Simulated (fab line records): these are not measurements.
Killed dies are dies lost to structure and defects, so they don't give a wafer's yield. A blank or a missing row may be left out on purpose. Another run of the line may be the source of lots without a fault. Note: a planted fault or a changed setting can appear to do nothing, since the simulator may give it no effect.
Which tool did it?	flow n5_finfet	at 1 step of a route of 1938, 24 lots with 72 wafers sampled

WHAT EACH GAUGE READ, for each wafer
N5_BEOL_M9_INSPECT_58: inspects for defects (darkfield). Usual: raw_defect_count at 68, with a standard deviation of 29.
lot	measured	on	raw_defect_count	flag
L075	day 10 04:39	defect_inspect-01	105 82 83	
L074	day 10 05:59	defect_inspect-01	63 66 78	
L077	day 10 14:35	defect_inspect-01	62 70 74	
L078	day 10 15:26	defect_inspect-01	69 86 64	
L079	day 10 19:02	defect_inspect-02	76 69 112	
L076	day 11 00:13	defect_inspect-01	54 61 56	
L081	day 11 03:46	defect_inspect-02	120 93 75	
L080	day 11 08:31	defect_inspect-01	70 63 52	
L082	day 11 17:58	defect_inspect-01	58 36 63	
L083	day 11 22:59	defect_inspect-01	39 77 58	
L084	day 12 08:19	defect_inspect-01	75 90 78	
L085	day 12 18:13	defect_inspect-01	57 45 111	
L087	day 12 19:51	defect_inspect-01	38 26 51	
L088	day 13 03:13	defect_inspect-02	38 65 44	
L086	day 13 07:53	defect_inspect-02	66 78 50	
L089	day 13 12:07	defect_inspect-01	47 78 23	
L091	day 13 23:10	defect_inspect-01	74 35 52	
L090	day 13 23:59	defect_inspect-01	55 79 47	
L093	day 14 08:58	defect_inspect-02	78 119 194	
L092	day 14 15:58	defect_inspect-01	36 31 33	
L094	day 15 00:30	defect_inspect-01	37 105 75	
L095	day 15 01:03	defect_inspect-01	65 95 33	
L096	day 15 05:09	defect_inspect-02	35 65 39	
L097	day 15 11:50	defect_inspect-01	55 48 58	

TOOL THAT RAN EACH LOT (tool first, then ch and the chambers of the sampled wafers, then the start)
The record holds no process step before these readings.

AS READ BY THE TOOLS THEMSELVES (means over the sampled wafers that have a number; for cases with no such wafer, the mark the record gives instead)
The record holds no such reading with a usual standard deviation.

THE ANSWER, worked out from the rows above alone
Rule: lot off if the mean of its wafers having a number is beyond 3 standard deviations from the usual mean. A lot without any number at a reading at which 4 lots or more have one is off too. All remaining lots with rows at the step are treated as sound. The gauges are gone through in route order, then the tools' own readings, and for those a lot's mean is taken as printed above. At the first step where some lot is off, the reading lying furthest off is the one used; lots without a number count as furthest.
No lot is off at any reading shown: from this, nothing can be told.

WHAT THE SIMULATOR HAD INSERTED
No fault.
